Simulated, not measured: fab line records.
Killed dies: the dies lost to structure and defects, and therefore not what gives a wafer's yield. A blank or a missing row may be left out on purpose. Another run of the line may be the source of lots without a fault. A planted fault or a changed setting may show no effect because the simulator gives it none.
Matching of chambers :: flow nand-harc :: NHARC_P_M0_STRIP_18 on rie-diel-04: 4 sister chambers
The step strips in N2/H2. 4 wafers are shown with their chamber, then 12 later ones without.

== WAFERS WITH THEIR CHAMBER ==
wafer: L085.3
chamber: 2
showerhead-plenum-p-Torr (Torr): 2.16

wafer: L087.3
chamber: 3
showerhead-plenum-p-Torr (Torr): 2.01

wafer: L087.5
chamber: 0
showerhead-plenum-p-Torr (Torr): 1.99

wafer: L087.6
chamber: 1
showerhead-plenum-p-Torr (Torr): 1.96

== WAFERS WHOSE CHAMBER IS MISSING ==
wafer: L089.1
showerhead-plenum-p-Torr (Torr): 1.98

wafer: L089.4
showerhead-plenum-p-Torr (Torr): 2.16

wafer: L089.5
showerhead-plenum-p-Torr (Torr): 2.16

wafer: L090.2
showerhead-plenum-p-Torr (Torr): 2.16

wafer: L090.3
showerhead-plenum-p-Torr (Torr): 1.96

wafer: L090.6
showerhead-plenum-p-Torr (Torr): 1.98

wafer: L093.1
showerhead-plenum-p-Torr (Torr): 2.01

wafer: L093.5
showerhead-plenum-p-Torr (Torr): 1.98

wafer: L093.6
showerhead-plenum-p-Torr (Torr): 2.01

wafer: L094.1
showerhead-plenum-p-Torr (Torr): 1.96

wafer: L094.2
showerhead-plenum-p-Torr (Torr): 2.15

wafer: L094.5
showerhead-plenum-p-Torr (Torr): 2.15

== WHICH CHAMBER EACH ONE RAN IN ==
wafer: L089.1
from the rows above: can't be placed: 0 or 1
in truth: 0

wafer: L089.4
from the rows above: 2
in truth: 2

wafer: L089.5
from the rows above: 2
in truth: 2

wafer: L090.2
from the rows above: 2
in truth: 2

wafer: L090.3
from the rows above: 1
in truth: 1

wafer: L090.6
from the rows above: can't be placed: 0 or 1
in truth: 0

wafer: L093.1
from the rows above: 3
in truth: 3

wafer: L093.5
from the rows above: can't be placed: 0 or 1
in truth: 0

wafer: L093.6
from the rows above: 3
in truth: 3

wafer: L094.1
from the rows above: 1
in truth: 1

wafer: L094.2
from the rows above: 2
in truth: 2

wafer: L094.5
from the rows above: 2
in truth: 2
Correct placement for 9 of the 12. Unplaceable from these rows: 3, with the true chamber sitting among the candidates in 3. 0 placed wrongly.
How it was worked out, from the rows above alone: a wafer's distance from a chamber is the root of the sum, over the readings, of the square of ((its reading less the chamber's mean) divided by the reading's scatter). If the next closest chamber is less than 2 further off than the closest, the wafer can't be placed; otherwise it belongs to the closest. For every chamber, the mean is computed from those of its wafers that are shown. The scatter: root of mean squared gap, hidden wafer to nearest shown wafer, with one shown wafer a chamber.
